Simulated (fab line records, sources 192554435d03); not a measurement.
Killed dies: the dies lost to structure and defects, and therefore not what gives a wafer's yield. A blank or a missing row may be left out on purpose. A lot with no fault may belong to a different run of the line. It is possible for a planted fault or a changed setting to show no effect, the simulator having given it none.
Which tool was responsible? || flow n5Finfet || 8 lots with 24 wafers sampled at 5 steps, on a route of 1938 steps

## WHAT THE GAUGES SHOWED, per wafer
N5_BEOL_M4_RC_MEAS_101. Usual: DIBL_N 36.6 mV/V, standard deviation 1.7; DIBL_P 36.7 mV/V, standard deviation 2; IOFF_N 0.16 nA/um, standard deviation 0.033; IOFF_P 0.22 nA/um, standard deviation 0.04; ION_N 673 uA/um, standard deviation 12; ION_P 463 uA/um, standard deviation 7.9; SS_N 71.7 mV/dec, standard deviation 0.58; SS_P 73.3 mV/dec, standard deviation 0.64; VT_N 249 mV, standard deviation 3.3; VT_P -249 mV, standard deviation 3.1.
{"lot": "L952", "measured": "day 8 05:27", "on": "prober-02", "DIBL_N (mV/V)": "37.2 35.7 38.3", "DIBL_P (mV/V)": "37.2 36.2 38.0", "IOFF_N (nA/um)": "0.15 0.14 0.17", "IOFF_P (nA/um)": "0.21 0.21 0.24", "ION_N (uA/um)": "653 671 683", "ION_P (uA/um)": "451 465 471", "SS_N (mV/dec)": "72.2 71.2 72.2", "SS_P (mV/dec)": "73.9 73.9 73.5", "VT_N (mV)": "252 247 249", "VT_P (mV)": "-254 -248 -252", "flag": ""}
{"lot": "L954", "measured": "day 8 21:10", "on": "prober-01", "DIBL_N (mV/V)": "34.2 38.3 37.9", "DIBL_P (mV/V)": "32.2 36.5 36.1", "IOFF_N (nA/um)": "0.10 0.18 0.16", "IOFF_P (nA/um)": "0.16 0.22 0.21", "ION_N (uA/um)": "654 671 673", "ION_P (uA/um)": "450 461 459", "SS_N (mV/dec)": "70.8 71.7 72.9", "SS_P (mV/dec)": "72.2 73.6 73.3", "VT_N (mV)": "257 250 251", "VT_P (mV)": "-253 -249 -251", "flag": ""}
{"lot": "L957", "measured": "day 9 14:52", "on": "prober-02", "DIBL_N (mV/V)": "36.4 35.3 37.1", "DIBL_P (mV/V)": "33.6 33.9 35.6", "IOFF_N (nA/um)": "0.15 0.13 0.15", "IOFF_P (nA/um)": "0.16 0.17 0.19", "ION_N (uA/um)": "659 662 655", "ION_P (uA/um)": "444 460 451", "SS_N (mV/dec)": "72.3 71.5 72.4", "SS_P (mV/dec)": "72.5 72.7 73.2", "VT_N (mV)": "252 254 253", "VT_P (mV)": "-255 -250 -251", "flag": ""}
{"lot": "L958", "measured": "day 9 20:04", "on": "prober-02", "DIBL_N (mV/V)": "37.1 38.8 38.6", "DIBL_P (mV/V)": "36.4 38.9 37.4", "IOFF_N (nA/um)": "0.16 0.21 0.19", "IOFF_P (nA/um)": "0.18 0.21 0.19", "ION_N (uA/um)": "672 690 672", "ION_P (uA/um)": "451 458 454", "SS_N (mV/dec)": "71.4 71.8 72.3", "SS_P (mV/dec)": "73.4 74.2 73.7", "VT_N (mV)": "251 243 247", "VT_P (mV)": "-255 -251 -252", "flag": ""}
{"lot": "L960", "measured": "day 10 03:05", "on": "prober-02", "DIBL_N (mV/V)": "39.5 35.9 37.6", "DIBL_P (mV/V)": "39.5 36.2 37.4", "IOFF_N (nA/um)": "0.24 0.15 0.17", "IOFF_P (nA/um)": "0.32 0.24 0.25", "ION_N (uA/um)": "696 672 660", "ION_P (uA/um)": "481 473 458", "SS_N (mV/dec)": "72.6 72.1 71.8", "SS_P (mV/dec)": "74.8 73.4 73.1", "VT_N (mV)": "244 252 249", "VT_P (mV)": "-240 -244 -246", "flag": ""}
{"lot": "L961", "measured": "day 10 17:08", "on": "prober-01", "DIBL_N (mV/V)": "35.1 35.9 36.2", "DIBL_P (mV/V)": "36.0 36.4 37.3", "IOFF_N (nA/um)": "0.15 0.18 0.19", "IOFF_P (nA/um)": "0.22 0.23 0.25", "ION_N (uA/um)": "673 663 678", "ION_P (uA/um)": "458 456 469", "SS_N (mV/dec)": "71.7 72.3 71.9", "SS_P (mV/dec)": "73.3 74.0 73.4", "VT_N (mV)": "250 249 249", "VT_P (mV)": "-246 -249 -248", "flag": ""}
{"lot": "L962", "measured": "day 10 23:10", "on": "prober-01", "DIBL_N (mV/V)": "38.7 37.4", "DIBL_P (mV/V)": "37.3 36.1", "IOFF_N (nA/um)": "0.19 0.16", "IOFF_P (nA/um)": "0.25 0.23", "ION_N (uA/um)": "683 670", "ION_P (uA/um)": "459 462", "SS_N (mV/dec)": "72.0 71.8", "SS_P (mV/dec)": "74.0 73.5", "VT_N (mV)": "248 250", "VT_P (mV)": "-247 -248", "flag": ""}
{"lot": "L973", "measured": "day 13 20:07", "on": "prober-01", "DIBL_N (mV/V)": "35.2 35.2 35.2", "DIBL_P (mV/V)": "34.2 34.8 34.8", "IOFF_N (nA/um)": "0.14 0.14 0.14", "IOFF_P (nA/um)": "0.21 0.22 0.22", "ION_N (uA/um)": "664 677 667", "ION_P (uA/um)": "461 471 464", "SS_N (mV/dec)": "71.9 72.0 71.6", "SS_P (mV/dec)": "72.5 72.5 72.4", "VT_N (mV)": "250 251 250", "VT_P (mV)": "-246 -248 -246", "flag": ""}

## TOOL THAT RAN EACH LOT (tool first, then ch and the chambers of the sampled wafers, then the start)
{"lot": "L952", "N5_BEOL_M1_ETCH_74": "rieDiel-02 ch 1,2,3, day 6 15:45", "N5_BEOL_M1_ALD_98": "aldSin-04 ch 0,2,3, day 6 16:43", "N5_BEOL_M1_ETCHBACK_99": "rieDiel-01 ch 0,2,3, day 6 20:11", "N5_BEOL_M1_STRIP_36": "rieDiel-01 ch 0,2,3, day 6 20:23"}
{"lot": "L954", "N5_BEOL_M1_ETCH_74": "rieDiel-01 ch 0,1, day 7 02:07", "N5_BEOL_M1_ALD_98": "aldSin-04 ch 0,2,3, day 7 03:07", "N5_BEOL_M1_ETCHBACK_99": "rieDiel-06 ch 0,1,2, day 7 04:10", "N5_BEOL_M1_STRIP_36": "rieDiel-06 ch 0,1,2, day 7 04:22"}
{"lot": "L957", "N5_BEOL_M1_ETCH_74": "rieDiel-02 ch 0,1,3, day 8 03:09", "N5_BEOL_M1_ALD_98": "aldSin-03 ch 0,1,3, day 8 04:07", "N5_BEOL_M1_ETCHBACK_99": "rieDiel-01 ch 0,2,3, day 8 04:22", "N5_BEOL_M1_STRIP_36": "rieDiel-01 ch 0,2,3, day 8 04:33"}
{"lot": "L958", "N5_BEOL_M1_ETCH_74": "rieDiel-06 ch 0,1, day 8 03:14", "N5_BEOL_M1_ALD_98": "aldSin-03 ch 0,1,3, day 8 04:13", "N5_BEOL_M1_ETCHBACK_99": "rieDiel-01 ch 0,2, day 8 04:50", "N5_BEOL_M1_STRIP_36": "rieDiel-01 ch 0,2, day 8 05:02"}
{"lot": "L960", "N5_BEOL_M1_ETCH_74": "rieDiel-01 ch 1,2,3, day 8 14:47", "N5_BEOL_M1_ALD_98": "aldSin-04 ch 0,2,3, day 8 15:56", "N5_BEOL_M1_ETCHBACK_99": "rieDiel-01 ch 0,1,2, day 8 16:30", "N5_BEOL_M1_STRIP_36": "rieDiel-01 ch 0,1,2, day 8 16:42"}
{"lot": "L961", "N5_BEOL_M1_ETCH_74": "rieDiel-06 ch 1,2,3, day 9 03:20", "N5_BEOL_M1_ALD_98": "aldSin-01 ch 0,3, day 9 04:39", "N5_BEOL_M1_ETCHBACK_99": "rieDiel-02 ch 0,1,2, day 9 05:25", "N5_BEOL_M1_STRIP_36": "rieDiel-02 ch 0,1,2, day 9 05:37"}
{"lot": "L962", "N5_BEOL_M1_ETCH_74": "rieDiel-02 ch 0,2,3, day 9 04:23", "N5_BEOL_M1_ALD_98": "aldSin-03 ch 0,2,3, day 9 05:58", "N5_BEOL_M1_ETCHBACK_99": "rieDiel-02 ch 0,1,2, day 9 06:05", "N5_BEOL_M1_STRIP_36": "rieDiel-02 ch 0,1,2, day 9 06:17"}
{"lot": "L973", "N5_BEOL_M1_ETCH_74": "rieDiel-06 ch 2,3, day 11 22:06", "N5_BEOL_M1_ALD_98": "aldSin-04 ch 0,1,3, day 11 23:13", "N5_BEOL_M1_ETCHBACK_99": "rieDiel-02 ch 0,1,3, day 12 02:48", "N5_BEOL_M1_STRIP_36": "rieDiel-02 ch 0,1,3, day 12 02:59"}
- N5_BEOL_M1_ETCH_74: etches underlayer in N2/H2, target depth 6.5 nm, time 5.2 s.
- N5_BEOL_M1_ALD_98: deposits SiO2, target thk 2.5 nm, pulse time 1 s, co reactant pulse time 1 s.
- N5_BEOL_M1_ETCHBACK_99: etches SiO2 in CHF3, target depth 5 nm, time 10.4 s.
- N5_BEOL_M1_STRIP_36: strips in N2/H2.

## AS READ BY THE TOOLS THEMSELVES (means over the sampled wafers that have a number; for cases with no such wafer, the mark the record gives instead)
N5_BEOL_M1_ETCH_74. Usual: drypumpMotorCurrentA 5.53 A, standard deviation 0.26; etchRfOnTimeS 5.20 s, standard deviation 0.11; oesProductAu 0.67 a.u., standard deviation 0.072; rfVppV 524.1 V, standard deviation 2.5; showerheadPlenumPTorr 2.55 Torr, standard deviation 0.08; throttleValvePct 17.79 %, standard deviation 0.27.
{"lot": "L952", "tool": "rieDiel-02", "drypumpMotorCurrentA (A)": 5.62, "etchRfOnTimeS (s)": 5.18, "oesProductAu (a.u.)": 0.71, "rfVppV (V)": 523.2, "showerheadPlenumPTorr (Torr)": 2.50, "throttleValvePct (%)": 17.64, "flag": ""}
{"lot": "L954", "tool": "rieDiel-01", "drypumpMotorCurrentA (A)": 5.46, "etchRfOnTimeS (s)": 5.23, "oesProductAu (a.u.)": 0.62, "rfVppV (V)": 523.6, "showerheadPlenumPTorr (Torr)": 2.55, "throttleValvePct (%)": 17.81, "flag": ""}
{"lot": "L957", "tool": "rieDiel-02", "drypumpMotorCurrentA (A)": 5.38, "etchRfOnTimeS (s)": 5.22, "oesProductAu (a.u.)": 0.66, "rfVppV (V)": 523.3, "showerheadPlenumPTorr (Torr)": 2.51, "throttleValvePct (%)": 17.91, "flag": ""}
{"lot": "L958", "tool": "rieDiel-06", "drypumpMotorCurrentA (A)": 5.48, "etchRfOnTimeS (s)": 5.22, "oesProductAu (a.u.)": 0.59, "rfVppV (V)": 523.1, "showerheadPlenumPTorr (Torr)": 2.51, "throttleValvePct (%)": 18.03, "flag": ""}
{"lot": "L960", "tool": "rieDiel-01", "drypumpMotorCurrentA (A)": 5.45, "etchRfOnTimeS (s)": 5.28, "oesProductAu (a.u.)": 0.73, "rfVppV (V)": 525.3, "showerheadPlenumPTorr (Torr)": 2.59, "throttleValvePct (%)": 17.80, "flag": ""}
{"lot": "L961", "tool": "rieDiel-06", "drypumpMotorCurrentA (A)": 5.54, "etchRfOnTimeS (s)": 5.11, "oesProductAu (a.u.)": 0.65, "rfVppV (V)": 525.5, "showerheadPlenumPTorr (Torr)": 2.61, "throttleValvePct (%)": 17.76, "flag": ""}
{"lot": "L962", "tool": "rieDiel-02", "drypumpMotorCurrentA (A)": 5.43, "etchRfOnTimeS (s)": 5.26, "oesProductAu (a.u.)": 0.65, "rfVppV (V)": 524.2, "showerheadPlenumPTorr (Torr)": 2.54, "throttleValvePct (%)": 17.75, "flag": ""}
{"lot": "L973", "tool": "rieDiel-06", "drypumpMotorCurrentA (A)": 5.76, "etchRfOnTimeS (s)": 5.14, "oesProductAu (a.u.)": 0.67, "rfVppV (V)": 526.7, "showerheadPlenumPTorr (Torr)": 2.66, "throttleValvePct (%)": 17.57, "flag": ""}

N5_BEOL_M1_ALD_98. Usual: heaterPowerOuterW 41 W, standard deviation 5.1; heaterPowerW 79 W, standard deviation 7.3; precursorPulseHeightRel 0.998, standard deviation 0.02.
{"lot": "L952", "tool": "aldSin-04", "heaterPowerOuterW (W)": 38, "heaterPowerW (W)": 77, "precursorPulseHeightRel": 0.997, "flag": ""}
{"lot": "L954", "tool": "aldSin-04", "heaterPowerOuterW (W)": 39, "heaterPowerW (W)": 76, "precursorPulseHeightRel": 1.003, "flag": ""}
{"lot": "L957", "tool": "aldSin-03", "heaterPowerOuterW (W)": 42, "heaterPowerW (W)": 80, "precursorPulseHeightRel": 1.001, "flag": ""}
{"lot": "L958", "tool": "aldSin-03", "heaterPowerOuterW (W)": 41, "heaterPowerW (W)": 80, "precursorPulseHeightRel": 0.987, "flag": ""}
{"lot": "L960", "tool": "aldSin-04", "heaterPowerOuterW (W)": 38, "heaterPowerW (W)": 77, "precursorPulseHeightRel": 1.008, "flag": ""}
{"lot": "L961", "tool": "aldSin-01", "heaterPowerOuterW (W)": 50, "heaterPowerW (W)": 90, "precursorPulseHeightRel": 0.993, "flag": ""}
{"lot": "L962", "tool": "aldSin-03", "heaterPowerOuterW (W)": 42, "heaterPowerW (W)": 79, "precursorPulseHeightRel": 1.026, "flag": ""}
{"lot": "L973", "tool": "aldSin-04", "heaterPowerOuterW (W)": 40, "heaterPowerW (W)": 77, "precursorPulseHeightRel": 0.989, "flag": ""}

N5_BEOL_M1_ETCHBACK_99. Usual: CHF3_flow_sccm 12.00 sccm, standard deviation 0.036; drypumpMotorCurrentA 5.49 A, standard deviation 0.25; oesProductAu 0.78 a.u., standard deviation 0.09; rfVppV 240 V, standard deviation 5.4; showerheadPlenumPTorr 2.16 Torr, standard deviation 0.071; throttleValvePct 17.1 %, standard deviation 0.31.
{"lot": "L952", "tool": "rieDiel-01", "CHF3_flow_sccm (sccm)": 11.96, "drypumpMotorCurrentA (A)": 5.45, "oesProductAu (a.u.)": 0.78, "rfVppV (V)": 239, "showerheadPlenumPTorr (Torr)": 2.16, "throttleValvePct (%)": 17.3, "flag": ""}
{"lot": "L954", "tool": "rieDiel-06", "CHF3_flow_sccm (sccm)": 12.00, "drypumpMotorCurrentA (A)": 5.50, "oesProductAu (a.u.)": 0.72, "rfVppV (V)": 237, "showerheadPlenumPTorr (Torr)": 2.16, "throttleValvePct (%)": 17.1, "flag": ""}
{"lot": "L957", "tool": "rieDiel-01", "CHF3_flow_sccm (sccm)": 12.02, "drypumpMotorCurrentA (A)": 5.41, "oesProductAu (a.u.)": 0.76, "rfVppV (V)": 239, "showerheadPlenumPTorr (Torr)": 2.16, "throttleValvePct (%)": 17.3, "flag": ""}
{"lot": "L958", "tool": "rieDiel-01", "CHF3_flow_sccm (sccm)": 12.04, "drypumpMotorCurrentA (A)": 5.62, "oesProductAu (a.u.)": 0.71, "rfVppV (V)": 242, "showerheadPlenumPTorr (Torr)": 2.17, "throttleValvePct (%)": 17.4, "flag": ""}
{"lot": "L960", "tool": "rieDiel-01", "CHF3_flow_sccm (sccm)": 11.96, "drypumpMotorCurrentA (A)": 5.55, "oesProductAu (a.u.)": 0.82, "rfVppV (V)": 239, "showerheadPlenumPTorr (Torr)": 2.17, "throttleValvePct (%)": 17.1, "flag": ""}
{"lot": "L961", "tool": "rieDiel-02", "CHF3_flow_sccm (sccm)": 11.98, "drypumpMotorCurrentA (A)": 5.54, "oesProductAu (a.u.)": 0.78, "rfVppV (V)": 246, "showerheadPlenumPTorr (Torr)": 2.15, "throttleValvePct (%)": 16.9, "flag": ""}
{"lot": "L962", "tool": "rieDiel-02", "CHF3_flow_sccm (sccm)": 12.01, "drypumpMotorCurrentA (A)": 5.53, "oesProductAu (a.u.)": 0.78, "rfVppV (V)": 246, "showerheadPlenumPTorr (Torr)": 2.15, "throttleValvePct (%)": 16.9, "flag": ""}
{"lot": "L973", "tool": "rieDiel-02", "CHF3_flow_sccm (sccm)": 11.96, "drypumpMotorCurrentA (A)": 5.37, "oesProductAu (a.u.)": 0.82, "rfVppV (V)": 242, "showerheadPlenumPTorr (Torr)": 2.10, "throttleValvePct (%)": 16.9, "flag": ""}

N5_BEOL_M1_STRIP_36. Usual: biasPowerW 6.998 W, standard deviation 0.021; drypumpMotorCurrentA 5.50 A, standard deviation 0.26; oesProductAu 0.78 a.u., standard deviation 0.093; rfVppV 59.3 V, standard deviation 1.6; showerheadPlenumPTorr 2.55 Torr, standard deviation 0.076; throttleValvePct 23.59 %, standard deviation 0.3.
{"lot": "L952", "tool": "rieDiel-01", "biasPowerW (W)": 6.986, "drypumpMotorCurrentA (A)": 5.44, "oesProductAu (a.u.)": 0.78, "rfVppV (V)": 58.1, "showerheadPlenumPTorr (Torr)": 2.53, "throttleValvePct (%)": 23.68, "flag": ""}
{"lot": "L954", "tool": "rieDiel-06", "biasPowerW (W)": 6.981, "drypumpMotorCurrentA (A)": 5.51, "oesProductAu (a.u.)": 0.71, "rfVppV (V)": 59.0, "showerheadPlenumPTorr (Torr)": 2.56, "throttleValvePct (%)": 23.78, "flag": ""}
{"lot": "L957", "tool": "rieDiel-01", "biasPowerW (W)": 7.016, "drypumpMotorCurrentA (A)": 5.45, "oesProductAu (a.u.)": 0.77, "rfVppV (V)": 57.3, "showerheadPlenumPTorr (Torr)": 2.53, "throttleValvePct (%)": 23.69, "flag": ""}
{"lot": "L958", "tool": "rieDiel-01", "biasPowerW (W)": 6.989, "drypumpMotorCurrentA (A)": 5.64, "oesProductAu (a.u.)": 0.71, "rfVppV (V)": 59.8, "showerheadPlenumPTorr (Torr)": 2.54, "throttleValvePct (%)": 23.84, "flag": ""}
{"lot": "L960", "tool": "rieDiel-01", "biasPowerW (W)": 6.992, "drypumpMotorCurrentA (A)": 5.56, "oesProductAu (a.u.)": 0.82, "rfVppV (V)": 59.2, "showerheadPlenumPTorr (Torr)": 2.54, "throttleValvePct (%)": 23.55, "flag": ""}
{"lot": "L961", "tool": "rieDiel-02", "biasPowerW (W)": 7.013, "drypumpMotorCurrentA (A)": 5.56, "oesProductAu (a.u.)": 0.78, "rfVppV (V)": 60.2, "showerheadPlenumPTorr (Torr)": 2.55, "throttleValvePct (%)": 23.48, "flag": ""}
{"lot": "L962", "tool": "rieDiel-02", "biasPowerW (W)": 6.997, "drypumpMotorCurrentA (A)": 5.53, "oesProductAu (a.u.)": 0.78, "rfVppV (V)": 60.3, "showerheadPlenumPTorr (Torr)": 2.55, "throttleValvePct (%)": 23.50, "flag": ""}
{"lot": "L973", "tool": "rieDiel-02", "biasPowerW (W)": 7.007, "drypumpMotorCurrentA (A)": 5.36, "oesProductAu (a.u.)": 0.82, "rfVppV (V)": 58.0, "showerheadPlenumPTorr (Torr)": 2.49, "throttleValvePct (%)": 23.60, "flag": ""}

## THE ANSWER, worked out from the rows above alone
Rule: lot off if the mean of its wafers having a number is beyond 3 standard deviations from the usual mean. A lot without any number at a reading at which 4 lots or more have one is off too. Any other lot the step has rows for is counted as sound. After the gauges, taken in route order, come the tools' own readings; for these a lot's mean is taken, as printed above. The first step at which some lot is off is used, and at that step the reading that is off furthest; a lot without a number counts as furthest.
Nothing can be told from this: no lot is off at any reading shown.

## WHAT THE SIMULATOR HAD PUT IN
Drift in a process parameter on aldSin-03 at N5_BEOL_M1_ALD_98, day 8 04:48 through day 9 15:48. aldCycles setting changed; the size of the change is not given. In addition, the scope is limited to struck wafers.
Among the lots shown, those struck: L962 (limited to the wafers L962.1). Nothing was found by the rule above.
